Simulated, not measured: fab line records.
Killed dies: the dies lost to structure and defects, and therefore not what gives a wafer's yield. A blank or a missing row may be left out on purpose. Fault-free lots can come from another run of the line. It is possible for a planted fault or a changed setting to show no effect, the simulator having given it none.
Matching of chambers	flow nand harc	rie diel-08 running NHARC_P_M2_ETCH_35: 4 sister chambers
The step etches the open film in N2/H2, target depth 40 nm, overetch 12 nm, time 43.94 s. 4 wafers are shown with their chamber, then 12 later ones without.

== WAFERS, EACH WITH ITS CHAMBER ==
wafer	chamber	drypump motor current A (A)
L089.2	2	6.2
L092.1	3	5.5
L092.3	1	5.9
L092.5	0	5.9

== WAFERS WITHOUT THEIR CHAMBER ==
wafer	drypump motor current A (A)
L093.3	5.5
L093.5	5.5
L093.6	6.0
L094.1	5.9
L094.4	5.5
L094.5	5.5
L096.4	5.9
L096.5	5.9
L096.6	5.8
L097.1	6.0
L097.3	6.2
L097.4	5.9

== WHICH CHAMBER EACH WENT THROUGH ==
wafer	from the rows above	in truth
L093.3	3	3
L093.5	3	3
L093.6	can't be placed: 0 or 1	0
L094.1	can't be placed: 0 or 1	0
L094.4	3	3
L094.5	3	3
L096.4	can't be placed: 0 or 1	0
L096.5	can't be placed: 0 or 1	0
L096.6	can't be placed: 0 or 1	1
L097.1	can't be placed: 0 or 1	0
L097.3	2	2
L097.4	can't be placed: 0 or 1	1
5 of 12 placed correctly. Not placeable from these rows: 7 (in 7, the candidates include the true chamber). 0 placed wrongly.
How it was worked out, from the rows above alone: a wafer's distance from a chamber is the root of the sum, over the readings, of the square of ((its reading less the chamber's mean) divided by the reading's scatter). If the next closest chamber is less than 2 further off than the closest, the wafer can't be placed; otherwise it belongs to the closest. For every chamber, the mean is computed from those of its wafers that are shown. The scatter: with one shown wafer a chamber, the root of the mean of the squares of how far each hidden wafer lies from its nearest shown one.
